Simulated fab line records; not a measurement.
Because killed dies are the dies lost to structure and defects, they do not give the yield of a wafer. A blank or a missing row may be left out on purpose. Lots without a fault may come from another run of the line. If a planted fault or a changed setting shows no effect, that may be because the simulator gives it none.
fab line records	flow nand-harc	part 2 of 2: steps 5 to 6 of 6
record lots=24	wafers=72	last-day=24
route steps=1159 shown A_WL_FILL@813 A_CONTACT@855
lots that met no fault: from a run of the same line without faults
start-h: start of the lot's first displayed wafer, in hours after the record's first day	wait-h: hours elapsed since this lot's preceding step	" as in the row above	L1.1+2: one row covering several wafers at once	- no value, or no start was given	* or withheld: withheld	< > ~ a bound
route shown NAME@n: a module of which the file shows steps, and the number in the route of the first	usual: the fault-free wafers' mean and standard deviation	same: alike in all rows	chamber/n: place in a boat	sites: per-site readings	_std_site: the standard deviation of these	_edge_site: mean of outer sites minus mean of inner sites	radius-mm: for every site, how far away it sits from the centre of the wafer	mask NAME#n: copy n	behind: the last tool/chamber to shape the wafer	hold: reason for holding the lot/hours on hold/outcome of the hold	device: transistor that didn't switch, given as n, p or np	end of line: the tests these same wafers got at the end of their route	step lacking rows: just its recipe	killed: at the first sort, the dies lost to defects and structure; wafer yield is something else	map: per-die view of a wafer (x killed, . not killed, _ where there is no die)
set.NAME: setting as actually run; set.NAME@STEP: the setting as run at that earlier step	model.NAME: the simulator's own value behind a step, which no gauge read
a sample of lots followed through the steps of the route, with each step as a table and each wafer as a row
services: the hour from which a tool's chamber was out of use, counted from the record's first day as start-h (under 0 if before that day), plus the number of hours and why
## steps
# step NHARC_A_CONTACT_ETCH_98
# recipe target-depth-a=200	over-etch-frac=0.5	time-s=10	ion-energy-ev=250	c4f6-flow-sccm=25	o2-flow-sccm=20	ar-flow-sccm=500	rf-w=600	bias-w=500	chemistry=C4F6/O2
# usual drypump-motor-current-A=5.9/0.48	oes-product-au=0.960/0.021	rf-vpp-V=547/3.4	showerhead-plenum-p-Torr=3.92/0.16	throttle-valve-pct=26.903/0.0098
# same over-etch-frac=0.5	time-s=10
lot.wafer	tool	chamber	start-h	wait-h	drypump-motor-current-A	oes-product-au	rf-hours-counter-h	rf-vpp-V	showerhead-plenum-p-Torr	throttle-valve-pct
L074.3	rie-diel-11	0	-	-	6.2	0.951	1	541	3.74	26.901
L074.1	"	2	"	"	6.0	0.958	1	541	3.73	26.889
L074.6	"	0	"	"	6.1	0.947	-	543	3.73	26.906
L078.4	rie-diel-07	1	-	-	6.1	0.991	33	548	4.03	26.892
L078.1	"	0	"	"	6.1	0.989	32	547	3.88	26.906
L078.6	"	1	"	"	6.1	0.993	-	550	4.03	26.894
L075.3	rie-diel-07	1	-	-	6.1	0.927	33	547	4.03	26.913
L075.5	"	1	"	"	6.1	0.934	-	549	4.03	26.912
L075.6	"	2	"	"	6.8	0.952	-	550	4.07	26.903
L076.4	rie-diel-11	3	-	-	5.4	0.971	9	550	4.05	26.921
L076.2	"	0	"	"	6.1	0.967	9	543	3.73	26.890
L076.5	"	2	"	"	6.0	0.963	-	543	3.73	26.912
L080.1	rie-diel-07	1	-	-	6.1	0.952	33	549	4.03	26.904
L080.2	"	0	"	"	6.0	0.958	33	546	3.88	26.889
L080.6	"	1	"	"	6.1	0.946	-	549	4.03	26.908
L079.4	rie-diel-11	2	-	-	6.0	1.002	13	544	3.73	26.880
L079.1	"	3	"	"	5.4	1.003	11	549	4.05	26.914
L079.6	"	1	"	"	5.6	1.007	-	542	3.68	26.910
L077.2	rie-diel-11	0	-	-	6.2	0.967	11	542	3.73	26.898
L077.4	"	1	"	"	5.7	0.947	13	542	3.68	26.926
L077.6	"	0	"	"	6.1	0.955	-	543	3.73	26.913
L081.4	rie-diel-05	2	-	-	5.5	0.947	33	548	3.94	26.888
L081.2	"	3	"	"	5.5	0.958	28	550	4.03	26.896
L081.3	"	0	"	"	5.6	0.925	33	543	3.74	26.899
L082.3	rie-diel-07	3	-	-	5.0	0.958	4	552	4.15	26.908
L082.4	"	1	"	"	6.1	0.947	4	550	4.02	26.906
L082.6	"	3	"	"	5.0	0.952	-	551	4.15	26.919
L083.1	rie-diel-11	1	-	-	5.6	0.996	21	541	3.67	26.906
L083.5	"	1	"	"	5.6	0.982	-	541	3.68	26.896
L083.6	"	2	"	"	6.0	0.999	-	543	3.72	26.877
L085.2	rie-diel-07	0	445.39	0.1	6.0	0.950	6	547	3.88	26.913
L085.4	"	0	"	"	6.0	0.956	-	545	3.88	26.902
L085.6	"	1	"	"	6.1	0.938	-	549	4.02	26.895
L084.1	rie-diel-07	1	448.63	0.5	6.1	0.958	8	549	4.02	26.898
L084.5	"	0	"	"	6.1	0.975	-	546	3.88	26.886
L084.6	"	2	"	"	6.8	0.965	-	550	4.07	26.905
L087.3	rie-diel-07	2	456.41	0.1	6.7	0.953	9	550	4.07	26.897
L087.5	"	0	"	"	6.0	0.956	-	547	3.88	26.907
L087.4	"	2	"	"	6.8	0.955	-	550	4.07	26.905
L088.4	rie-diel-05	0	-	-	5.6	0.949	47	544	3.73	26.891
L088.1	"	3	"	"	5.6	0.982	42	549	4.02	26.906
L088.6	"	0	"	"	5.6	0.950	-	541	3.73	26.901
L086.2	rie-diel-11	0	-	-	6.1	0.966	35	542	3.72	26.906
L086.1	"	1	"	"	5.6	0.981	34	541	3.67	26.897
L086.3	"	3	"	"	5.4	0.953	36	550	4.04	26.903
L089.3	rie-diel-05	0	-	-	5.6	0.966	49	542	3.73	26.911
L089.4	"	3	"	"	5.5	0.953	45	549	4.02	26.926
L089.6	"	1	"	"	5.7	0.952	-	547	3.97	26.895
L090.4	rie-diel-05	2	-	-	5.5	0.951	52	548	3.93	26.900
L090.2	"	3	"	"	5.5	0.954	49	549	4.02	26.903
L090.5	"	3	"	"	5.6	0.959	-	549	4.02	26.921
L092.4	rie-diel-11	3	-	-	5.4	1.001	42	549	4.03	26.890
L092.1	"	2	"	"	6.0	0.997	43	541	3.71	26.897
L092.5	"	0	"	"	6.1	1.017	-	543	3.71	26.907
L095.2	rie-diel-07	3	-	-	5.1	0.942	13	550	4.14	26.917
L095.6	"	2	"	"	6.8	0.946	-	550	4.06	26.916
L095.5	"	3	"	"	5.0	0.944	-	551	4.14	26.916
L091.4	rie-diel-07	0	-	-	6.0	0.955	16	545	3.87	26.939
L091.3	"	1	"	"	6.1	0.939	17	550	4.02	26.910
L091.5	"	0	"	"	6.0	0.944	-	546	3.87	26.904
L094.1	rie-diel-07	0	-	-	6.1	0.947	17	545	3.87	26.898
L094.2	"	1	"	"	6.1	0.922	17	548	4.02	26.896
L094.3	"	2	"	"	6.8	0.943	18	549	4.06	26.903
L093.2	rie-diel-07	1	-	-	6.1	0.951	18	549	4.02	26.895
L093.1	"	3	"	"	5.1	0.938	15	551	4.14	26.905
L093.5	"	1	"	"	6.1	0.947	-	549	4.02	26.909
L096.1	rie-diel-07	3	-	-	5.0	0.962	20	551	4.14	26.892
L096.3	"	0	"	"	6.0	0.962	23	544	3.87	26.908
L096.5	"	0	"	"	6.0	0.963	-	547	3.87	26.899
L097.1	rie-diel-11	3	-	-	5.4	0.957	56	548	4.02	26.915
L097.5	"	1	"	"	5.6	0.948	-	541	3.66	26.908
L097.6	"	2	"	"	5.9	0.945	-	542	3.70	26.908
# step NHARC_A_CONTACT_ETCH_110
# recipe target-depth-a=500	overetch-a=50	time-s=27.5	ion-energy-ev=100	cf4-flow-sccm=80	o2-flow-sccm=20	ar-flow-sccm=0	rf-w=300	bias-w=100	chemistry=CF4/O2
# usual drypump-motor-current-A=5.9/0.51	oes_o_777_au=1.001/0.0043	oes-product-au=1.000/0.0091	rf-vpp-V=198.1/1.4	showerhead-plenum-p-Torr=1.34/0.055	throttle-valve-pct=13.398/0.0091
# same time-s=27.5
lot.wafer	tool	chamber	start-h	wait-h	drypump-motor-current-A	oes_o_777_au	oes-product-au	rf-hours-counter-h	rf-vpp-V	showerhead-plenum-p-Torr	throttle-valve-pct
L074.1	rie-diel-05	2	384.72	0.2	5.5	0.997	0.995	11	198.7	1.35	13.402
L074.3	"	1	"	"	5.7	1.004	0.993	11	198.7	1.36	13.406
L074.6	"	2	"	"	5.5	0.998	0.999	-	198.0	1.35	13.411
L078.1	rie-diel-07	2	396.22	0.1	6.8	0.998	1.011	32	199.1	1.39	13.404
L078.4	"	3	"	"	5.0	1.002	0.998	31	200.7	1.42	13.408
L078.6	"	1	"	"	6.1	1.004	0.991	-	198.9	1.37	13.395
L075.3	rie-diel-07	1	397.52	0.1	6.1	1.003	0.994	33	198.5	1.37	13.394
L075.6	"	3	"	"	5.0	1.009	1.017	-	198.7	1.42	13.403
L075.5	"	0	"	"	6.0	1.003	0.995	-	198.7	1.32	13.407
L076.2	rie-diel-07	0	401.85	0.1	6.0	1.001	0.989	33	196.9	1.32	13.396
L076.4	"	2	"	"	6.7	0.997	1.025	32	199.3	1.39	13.391
L076.5	"	3	"	"	5.0	0.996	1.011	-	199.5	1.42	13.403
L080.1	rie-diel-05	2	402.15	0.1	5.5	0.994	0.997	19	198.1	1.35	13.396
L080.2	"	3	"	"	5.5	0.997	1.008	15	199.3	1.38	13.379
L080.6	"	2	"	"	5.5	1.005	0.993	-	198.2	1.35	13.382
L079.1	rie-diel-07	3	405.39	0.0	5.0	0.997	1.000	32	200.1	1.42	13.399
L079.4	"	0	"	"	6.0	0.999	0.991	34	197.5	1.32	13.381
L079.6	"	0	"	"	6.0	1.003	0.985	-	198.8	1.32	13.402
L077.2	rie-diel-11	0	406.88	0.2	6.1	1.004	1.001	11	195.3	1.26	13.398
L077.4	"	2	"	"	5.9	0.998	0.995	13	196.5	1.26	13.379
L077.6	"	1	"	"	5.6	0.999	0.993	-	195.6	1.25	13.396
L081.3	rie-diel-05	2	433.37	0.1	5.5	1.005	0.991	33	199.1	1.34	13.394
L081.2	"	0	"	"	5.6	1.003	0.998	33	196.7	1.27	13.397
L081.4	"	1	"	"	5.7	1.005	1.000	32	197.8	1.36	13.414
L082.4	rie-diel-11	3	433.94	0.1	5.4	1.002	1.007	20	198.9	1.38	13.387
L082.3	"	2	"	"	5.9	1.006	1.006	22	195.6	1.26	13.393
L082.6	"	0	"	"	6.1	1.009	1.009	-	195.5	1.26	13.405
L083.1	rie-diel-11	3	442.54	0.1	5.4	0.998	1.008	22	199.3	1.38	13.402
L083.6	"	1	"	"	5.6	0.999	0.997	-	195.6	1.24	13.401
L083.5	"	2	"	"	6.0	1.006	0.988	-	195.7	1.26	13.386
L085.2	rie-diel-07	2	445.92	0.1	6.8	1.005	0.992	7	198.7	1.39	13.398
L085.4	"	0	"	"	6.0	0.999	1.000	-	197.2	1.32	13.385
L085.6	"	2	"	"	6.8	1.004	1.006	-	199.8	1.39	13.411
L084.1	rie-diel-07	2	449.05	0.1	6.8	1.000	1.001	9	200.8	1.39	13.401
L084.6	"	1	"	"	6.1	1.003	0.989	-	198.4	1.37	13.415
L084.5	"	2	"	"	6.8	1.004	0.995	-	199.8	1.39	13.397
L087.4	rie-diel-11	3	456.83	0.1	5.4	0.992	1.009	28	199.5	1.38	13.395
L087.3	"	0	"	"	6.1	1.000	1.007	26	195.8	1.26	13.390
L087.5	"	0	"	"	6.1	0.999	1.009	-	197.1	1.26	13.414
L088.1	rie-diel-07	2	474.28	0.1	6.8	0.992	1.012	14	198.7	1.39	13.391
L088.4	"	3	"	"	5.1	1.006	0.997	9	199.6	1.42	13.390
L088.6	"	2	"	"	6.7	0.995	1.008	-	199.4	1.39	13.405
L086.2	rie-diel-11	1	477.92	0.1	5.6	0.999	1.006	34	195.8	1.24	13.399
L086.3	"	2	"	"	5.9	1.001	1.000	38	195.7	1.26	13.408
L086.1	"	3	"	"	5.4	1.004	1.002	36	199.0	1.38	13.404
L089.4	rie-diel-07	3	479.66	0.1	5.0	1.004	1.001	10	199.5	1.42	13.394
L089.3	"	0	"	"	6.0	1.002	0.993	13	195.0	1.32	13.383
L089.6	"	0	"	"	6.0	0.993	1.006	-	198.0	1.32	13.393
L090.2	rie-diel-07	0	486.50	0.1	6.0	1.005	0.999	14	197.0	1.32	13.408
L090.4	"	3	"	"	5.1	0.999	0.988	12	199.5	1.42	13.387
L090.5	"	0	"	"	6.0	0.998	0.997	-	198.3	1.32	13.394
L092.1	rie-diel-05	3	495.85	0.1	5.5	1.005	1.014	51	196.4	1.37	13.401
L092.4	"	0	"	"	5.6	1.005	0.995	54	198.1	1.26	13.389
L092.5	"	3	"	"	5.5	0.999	1.014	-	199.8	1.37	13.385
L095.2	rie-diel-07	3	496.96	0.1	5.1	0.992	1.009	13	197.5	1.42	13.391
L095.5	"	2	"	"	6.7	1.001	0.999	-	198.0	1.39	13.391
L095.6	"	3	"	"	5.0	1.006	0.998	-	198.9	1.42	13.402
L091.4	rie-diel-07	2	499.75	0.3	6.7	0.995	0.984	18	199.3	1.39	13.388
L091.3	"	0	"	"	6.0	0.998	1.005	16	197.1	1.32	13.399
L091.5	"	1	"	"	6.1	0.998	0.984	-	199.4	1.37	13.410
L094.2	rie-diel-07	1	502.07	0.1	6.1	1.004	0.998	17	198.8	1.37	13.397
L094.1	"	2	"	"	6.8	0.993	0.994	18	199.3	1.39	13.408
L094.3	"	0	"	"	6.0	1.002	1.004	17	197.7	1.32	13.404
L093.2	rie-diel-07	0	505.72	0.1	6.0	1.005	1.002	18	197.5	1.32	13.385
L093.1	"	1	"	"	6.1	0.998	0.986	18	199.2	1.37	13.409
L093.5	"	2	"	"	6.8	1.001	0.990	-	198.7	1.39	13.387
L096.3	rie-diel-07	0	522.09	0.0	6.0	1.000	0.999	23	197.2	1.32	13.403
L096.1	"	1	"	"	6.1	0.999	0.988	23	197.3	1.37	13.394
L096.5	"	1	"	"	6.1	0.995	0.986	-	199.7	1.37	13.412
L097.1	rie-diel-11	0	528.65	0.1	6.1	0.991	1.017	55	196.5	1.25	13.401
L097.5	"	3	"	"	5.4	0.998	0.995	-	199.1	1.37	13.386
L097.6	"	0	"	"	6.1	1.001	1.004	-	196.5	1.26	13.411
## services
tool	chamber	start-h	hours	kind
rie-diel-11	3	319.62	27.1	repair
rie-diel-11	2	319.79	1.4	repair
rie-diel-07	0	335.81	-	clean
rie-diel-07	1	335.81	-	clean
rie-diel-07	2	335.81	-	clean
rie-diel-07	3	335.81	-	clean
rie-diel-05	-	340.70	9.0	pm
rie-diel-05	-	352.65	0.9	repair
rie-diel-07	0	360.33	-	clean
rie-diel-07	1	360.33	-	clean
rie-diel-07	2	360.33	-	clean
rie-diel-11	-	367.18	9.0	pm
har-cap-etch-02	-	368.54	2.2	repair
rie-diel-05	3	381.74	12.5	repair
cvd-w-02	-	385.49	13.0	pm
rie-diel-07	-	405.62	9.0	pm
rie-diel-05	1	423.83	4.1	repair
rie-diel-11	1	427.98	3.9	repair
cvd-w-02	1	437.65	24.2	repair
rie-diel-07	3	440.93	18.8	repair
rie-diel-11	0	458.10	3.9	repair
cvd-w-01	-	479.62	13.0	pm
rie-diel-11	-	479.81	0.3	repair
rie-diel-05	-	517.77	9.0	pm
